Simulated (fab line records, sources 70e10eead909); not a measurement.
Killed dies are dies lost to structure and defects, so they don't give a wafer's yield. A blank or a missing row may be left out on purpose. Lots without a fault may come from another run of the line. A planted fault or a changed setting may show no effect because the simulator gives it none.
Which tool did it? | flow nand_harc | 12 lots, 36 wafers sampled, at 1 step of a route of 1159

WHAT THE GAUGES READ, wafer by wafer
NHARC_A_CONTACT_CD_MEAS_15.
lot  | measured     | on        | cd_nm (nm)
L075 | day 17 14:46 | cd_sem-03 | 89.4 90.6 90.2
L076 | day 17 18:54 | cd_sem-01 | 88.6 89.6 90.5
L078 | day 18 00:38 | cd_sem-02 | 90.1 90.8 90.0
L082 | day 19 05:50 | cd_sem-01 | 90.8 90.4 90.7
L083 | day 19 14:58 | cd_sem-02 | 90.1 88.7 90.1
L085 | day 19 20:59 | cd_sem-02 | 90.5 90.5 90.3
L086 | day 20 13:53 | cd_sem-02 | 91.1 90.8 91.1
L088 | day 20 19:56 | cd_sem-03 | 90.4 90.0 90.1
L090 | day 21 22:55 | cd_sem-03 | 89.4 89.2 89.9
L094 | day 22 13:26 | cd_sem-02 | 88.3 88.5 88.8
L096 | day 22 18:13 | cd_sem-02 | 90.2 89.7 90.8
L097 | day 23 01:08 | cd_sem-02 | 90.5 88.4 89.1

WHICH TOOL RAN EACH LOT (tool, then ch and the chambers of the sampled wafers, then the start)
The record holds no process step before these readings.

THE ANSWER, worked out from the rows above alone
Rule: what is usual is taken from the lots themselves. Put in order of their means at a reading, lots are off if they are a third of the lots or fewer, leave a main group of 4 or more, and stand apart from it by a gap of 3 or more times the standard deviation of the main group's means; of several such gaps the widest counts. A main group whose means are all the same, to the digits that the tables above print for the reading, isn't used. A lot without any number at a reading at which 4 lots or more have one is off too. The other lots that the step has rows for count as sound.
No lot is off at any reading shown: from this, nothing can be told.

WHAT THE SIMULATOR HAD PUT IN
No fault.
